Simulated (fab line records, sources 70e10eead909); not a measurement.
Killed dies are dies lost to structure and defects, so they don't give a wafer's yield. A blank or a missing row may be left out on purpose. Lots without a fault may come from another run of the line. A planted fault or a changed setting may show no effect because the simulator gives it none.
Which tool did it? | flow nand_harc | 13 lots, 39 wafers sampled, at 6 steps of a route of 1159

WHAT THE GAUGES READ, wafer by wafer
NHARC_P_BONDPAD_OVL_MEAS_38.
lot  | measured     | on         | overlay_x_nm (nm) | overlay_y_nm (nm)
L318 | day 6 14:39  | overlay-02 | 1 1 1             | -14 -15 -15
L317 | day 6 19:29  | overlay-01 | 1 2 1             | 3 2 1
L320 | day 7 08:38  | overlay-02 | 0 0 0             | -6 -7 -6
L322 | day 7 19:23  | overlay-02 | 3 3 2             | -2 -2 -2
L323 | day 8 04:49  | overlay-01 | -6 -6 -6          | 1 2 2
L324 | day 8 06:02  | overlay-02 | -2 -2 -2          | -2 -2 -1
L325 | day 8 19:28  | overlay-01 | 7 6 6             | 6 6 6
L328 | day 9 14:01  | overlay-02 | -5 -6 -5          | 0 0 -1
L329 | day 9 14:44  | overlay-02 | 4 4 5             | 7 8 7
L333 | day 10 17:31 | overlay-02 | -7 -7 -7          | 1 1 1
L334 | day 11 00:03 | overlay-02 | 10 10 10          | 17 16 16
L335 | day 11 09:00 | overlay-01 | -4 -3 -4          | -8 -7 -7
L336 | day 11 09:38 | overlay-02 | -7 -8 -7          | -9 -9 -9

NHARC_A_SOURCE_PLATE_THK_MEAS_06: measures by ellipsometry.
lot  | measured     | on            | thk_nm (nm)
L318 | day 7 14:29  | film_metro-01 | 203.0 201.9 205.2
L317 | day 7 22:30  | film_metro-02 | 200.6 200.4 198.7
L320 | day 8 11:07  | film_metro-01 | 198.7 198.7 202.2
L322 | day 8 21:19  | film_metro-02 | 199.8 196.4 200.3
L323 | day 9 06:29  | film_metro-02 | 202.3 203.9 202.9
L324 | day 9 06:29  | film_metro-01 | 199.7 200.6 199.4
L325 | day 9 20:44  | film_metro-02 | 199.0 198.7 200.0
L328 | day 10 15:52 | film_metro-01 | 201.4 200.9 200.0
L329 | day 10 15:52 | film_metro-02 | 202.9 197.3 202.6
L333 | day 11 21:40 | film_metro-01 | 205.0 203.9 204.0
L334 | day 12 02:11 | film_metro-01 | 199.7 199.7 198.3
L335 | day 12 13:34 | film_metro-01 | 195.1 197.4 195.8
L336 | day 12 13:35 | film_metro-02 | 199.7 198.9 201.5

NHARC_A_ONON_D1_THK_MEAS_08: measures by ellipsometry.
lot  | measured     | on            | thk_nm (nm)
L318 | day 7 17:17  | film_metro-01 | 1005 1005 1006
L317 | day 8 00:16  | film_metro-01 | 1005 1004 1004
L320 | day 8 12:57  | film_metro-02 | 992 989 992
L322 | day 8 23:05  | film_metro-02 | 1006 1007 1007
L323 | day 9 08:32  | film_metro-01 | 998 997 996
L324 | day 9 08:32  | film_metro-02 | 996 994 996
L325 | day 9 22:32  | film_metro-01 | 1004 1004 1001
L328 | day 10 17:40 | film_metro-02 | 997 997 999
L329 | day 10 17:38 | film_metro-01 | 1001 1001 1001
L333 | day 11 23:34 | film_metro-01 | 999 999 998
L334 | day 12 03:58 | film_metro-01 | 636 634 637 636 634 636
L335 | day 12 15:21 | film_metro-01 | 617 619 619 618 620 617
L336 | day 12 15:22 | film_metro-01 | 999 998 999

NHARC_END_SORT_01.
lot  | measured     | on        | killed_at_array | killed_at_other | killed_at_periphery | killed_dies | killed_open | killed_short
L334 | day 24 01:49 | prober-02 | 664 674 670     | 3 0 1           | 10 3 6              | 677 677 677 | 3 2 2       | 4 0 4
L335 | day 25 18:23 | prober-01 | 672 676 674     | 0 0 0           | 5 1 3               | 677 677 677 | 4 6 2       | 0 2 1

WHICH TOOL RAN EACH LOT (tool, then ch and the chambers of the sampled wafers, then the start)
lot  | NHARC_P_BONDPAD_ACTIVATE_29        | NHARC_A_ONON_D1_DEP_06
L318 | rie_diel-11 ch 1,2, day 6 17:33    | pecvd_onon-02 ch 0, day 7 16:56
L317 | rie_diel-11 ch 0,1, day 6 22:26    | pecvd_onon-02 ch 0, day 7 23:46
L320 | rie_diel-11 ch 0,3, day 7 11:24    | pecvd_onon-03 ch 0, day 8 12:29
L322 | rie_diel-11 ch 1,2,3, day 7 22:11  | pecvd_onon-02 ch 0, day 8 22:45
L323 | rie_diel-10 ch 0,1,3, day 8 07:34  | pecvd_onon-03 ch 0, day 9 08:01
L324 | rie_diel-04 ch 0,1,3, day 8 08:52  | pecvd_onon-02 ch 0, day 9 08:01
L325 | rie_diel-04 ch 0,1,3, day 8 22:11  | pecvd_onon-03 ch 0, day 9 22:01
L328 | rie_diel-04 ch 0,3, day 9 16:47    | pecvd_onon-01 ch 0, day 10 17:17
L329 | rie_diel-04 ch 1,2,3, day 9 17:49  | pecvd_onon-03 ch 0, day 10 17:08
L333 | rie_diel-10 ch 1,2,3, day 10 20:21 | pecvd_onon-01 ch 0, day 11 23:03
L334 | rie_diel-11 ch 1,2, day 11 02:59   | pecvd_onon-03 ch 0, day 12 03:27
L335 | rie_diel-04 ch 1,2,3, day 11 11:56 | pecvd_onon-03 ch 0, day 12 14:54
L336 | rie_diel-10 ch 2,3, day 11 12:43   | pecvd_onon-01 ch 0, day 12 14:55
- NHARC_P_BONDPAD_ACTIVATE_29: chemistry N2, time 60 s.
- NHARC_A_ONON_D1_DEP_06: target thk 1000 nm.

WHAT THE TOOLS THEMSELVES READ (means of the sampled wafers that have a number; where no wafer has one, the mark that the record gives instead)
NHARC_P_BONDPAD_ACTIVATE_29.
lot  | tool        | drypump_motor_current_A (A) | mfc_ar_sccm (sccm) | oes_product_au (a.u.) | rf_vpp_V (V) | showerhead_plenum_p_Torr (Torr)
L318 | rie_diel-11 | 5.80                        | 0.000              | 0.997                 | 63.9         | 1.79
L317 | rie_diel-11 | 5.78                        | 0.001              | 1.001                 | 63.8         | 1.75
L320 | rie_diel-11 | 5.33                        | 0.008              | 1.001                 | 64.0         | 1.77
L322 | rie_diel-11 | 5.46                        | 0.004              | 0.992                 | 64.0         | 1.76
L323 | rie_diel-10 | 5.66                        | 0.023              | 1.012                 | 64.2         | 1.83
L324 | rie_diel-04 | 5.67                        | 0.012              | 1.003                 | 65.0         | 1.82
L325 | rie_diel-04 | 5.66                        | 0.012              | 1.003                 | 65.0         | 1.82
L328 | rie_diel-04 | 5.85                        | 0.009              | 1.004                 | 64.6         | 1.81
L329 | rie_diel-04 | 5.61                        | 0.008              | 1.013                 | 64.7         | 1.82
L333 | rie_diel-10 | 5.62                        | 0.020              | 0.999                 | 64.1         | 1.83
L334 | rie_diel-11 | 5.57                        | 0.000              | 1.001                 | 63.8         | 1.73
L335 | rie_diel-04 | 5.62                        | 0.008              | 1.001                 | 64.7         | 1.82
L336 | rie_diel-10 | 5.67                        | 0.018              | 1.004                 | 64.6         | 1.83

THE ANSWER, worked out from the rows above alone
Rule: what is usual is taken from the lots themselves. Put in order of their means at a reading, lots are off if they are a third of the lots or fewer, leave a main group of 4 or more, and stand apart from it by a gap of 3 or more times the standard deviation of the main group's means; of several such gaps the widest counts. A main group whose means are all the same, to the digits that the tables above print for the reading, isn't used. A lot without any number at a reading at which 4 lots or more have one is off too. The other lots that the step has rows for count as sound. The gauges are gone through in route order, then the tools' own readings, and for those a lot's mean is taken as printed above. The first step at which some lot is off is used, and at that step the reading that is off furthest; a lot without a number counts as furthest.
Off: L334, L335, at NHARC_A_ONON_D1_THK_MEAS_08 (thk_nm). The main group: mean 1000 nm, standard deviation 4.5.
A tool fits if, at a process step before that reading, it ran every lot that is off, and no sound lot after the first of them. The gauges at NHARC_A_ONON_D1_THK_MEAS_08 are tried like those tools. One fits: pecvd_onon-03 at NHARC_A_ONON_D1_DEP_06. Its last sound lot is L329 (day 10 17:08), its first lot that is off L334 (day 12 03:27): a fault that began between those two fits.

WHAT THE SIMULATOR HAD PUT IN
Process parameter drift: pecvd_onon-03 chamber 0, from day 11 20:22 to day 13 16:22, at NHARC_A_ONON_D1_DEP_06. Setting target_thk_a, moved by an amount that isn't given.
Lots struck among those shown: L334, L335. The rule above found the same.
